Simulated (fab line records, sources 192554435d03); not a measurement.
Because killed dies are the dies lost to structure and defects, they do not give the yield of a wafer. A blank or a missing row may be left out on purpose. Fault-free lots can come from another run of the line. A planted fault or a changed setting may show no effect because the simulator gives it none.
Chamber matching || flow n5Finfet || N5_DUMMY_REMOVAL_STRIP_10 on rieDiel-01: 4 sister chambers
The step strips in N2/H2, time 40 s. 8 wafers are shown with their chamber, then 12 later ones without.

WAFERS PAIRED WITH THEIR CHAMBERS
{"wafer": "L079.3", "chamber": 0, "showerheadPlenumPTorr (Torr)": 3.19, "drypumpMotorCurrentA (A)": 5.3}
{"wafer": "L086.3", "chamber": 0, "showerheadPlenumPTorr (Torr)": 3.18, "drypumpMotorCurrentA (A)": 5.3}
{"wafer": "L089.2", "chamber": 2, "showerheadPlenumPTorr (Torr)": 3.29, "drypumpMotorCurrentA (A)": 5.5}
{"wafer": "L089.3", "chamber": 3, "showerheadPlenumPTorr (Torr)": 3.42, "drypumpMotorCurrentA (A)": 5.6}
{"wafer": "L089.6", "chamber": 1, "showerheadPlenumPTorr (Torr)": 3.22, "drypumpMotorCurrentA (A)": 5.1}
{"wafer": "L090.1", "chamber": 3, "showerheadPlenumPTorr (Torr)": 3.42, "drypumpMotorCurrentA (A)": 5.6}
{"wafer": "L090.2", "chamber": 2, "showerheadPlenumPTorr (Torr)": 3.29, "drypumpMotorCurrentA (A)": 5.4}
{"wafer": "L090.6", "chamber": 1, "showerheadPlenumPTorr (Torr)": 3.22, "drypumpMotorCurrentA (A)": 5.1}

WAFERS WHOSE CHAMBER IS MISSING
{"wafer": "L092.2", "showerheadPlenumPTorr (Torr)": 3.22, "drypumpMotorCurrentA (A)": 5.1}
{"wafer": "L092.4", "showerheadPlenumPTorr (Torr)": 3.22, "drypumpMotorCurrentA (A)": 5.1}
{"wafer": "L092.6", "showerheadPlenumPTorr (Torr)": 3.42, "drypumpMotorCurrentA (A)": 5.6}
{"wafer": "L094.2", "showerheadPlenumPTorr (Torr)": 3.29, "drypumpMotorCurrentA (A)": 5.4}
{"wafer": "L094.3", "showerheadPlenumPTorr (Torr)": 3.41, "drypumpMotorCurrentA (A)": 5.6}
{"wafer": "L094.5", "showerheadPlenumPTorr (Torr)": 3.58, "drypumpMotorCurrentA (A)": 5.3}
{"wafer": "L095.1", "showerheadPlenumPTorr (Torr)": 3.58, "drypumpMotorCurrentA (A)": 5.4}
{"wafer": "L095.2", "showerheadPlenumPTorr (Torr)": 3.41, "drypumpMotorCurrentA (A)": 5.6}
{"wafer": "L095.4", "showerheadPlenumPTorr (Torr)": 3.22, "drypumpMotorCurrentA (A)": 5.1}
{"wafer": "L097.1", "showerheadPlenumPTorr (Torr)": 3.41, "drypumpMotorCurrentA (A)": 5.6}
{"wafer": "L097.4", "showerheadPlenumPTorr (Torr)": 3.58, "drypumpMotorCurrentA (A)": 5.4}
{"wafer": "L097.5", "showerheadPlenumPTorr (Torr)": 3.28, "drypumpMotorCurrentA (A)": 5.5}

WHICH CHAMBER EACH ONE RAN IN
{"wafer": "L092.2", "from the rows above": 1, "in truth": 1}
{"wafer": "L092.4", "from the rows above": 1, "in truth": 1}
{"wafer": "L092.6", "from the rows above": 3, "in truth": 3}
{"wafer": "L094.2", "from the rows above": 2, "in truth": 2}
{"wafer": "L094.3", "from the rows above": 3, "in truth": 3}
{"wafer": "L094.5", "from the rows above": 3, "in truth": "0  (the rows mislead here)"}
{"wafer": "L095.1", "from the rows above": 3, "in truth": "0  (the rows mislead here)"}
{"wafer": "L095.2", "from the rows above": 3, "in truth": 3}
{"wafer": "L095.4", "from the rows above": 1, "in truth": 1}
{"wafer": "L097.1", "from the rows above": 3, "in truth": 3}
{"wafer": "L097.4", "from the rows above": 3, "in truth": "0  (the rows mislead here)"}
{"wafer": "L097.5", "from the rows above": 2, "in truth": 2}
Correctly placed: 9 of 12. Not placeable from these rows: 0. Placed wrongly: 3.
How it was worked out, from the rows above alone: a wafer's distance from a chamber is the root of the sum, over the readings, of the square of ((its reading less the chamber's mean) divided by the reading's scatter). The wafer belongs to the nearest chamber; if the next one is less than 2 further off, it can't be placed. Each chamber's mean is taken over the wafers shown for it. The scatter: take each reading less its chamber's mean, square it, sum over the shown wafers, divide by the number of wafers less the number of chambers, and take the root.
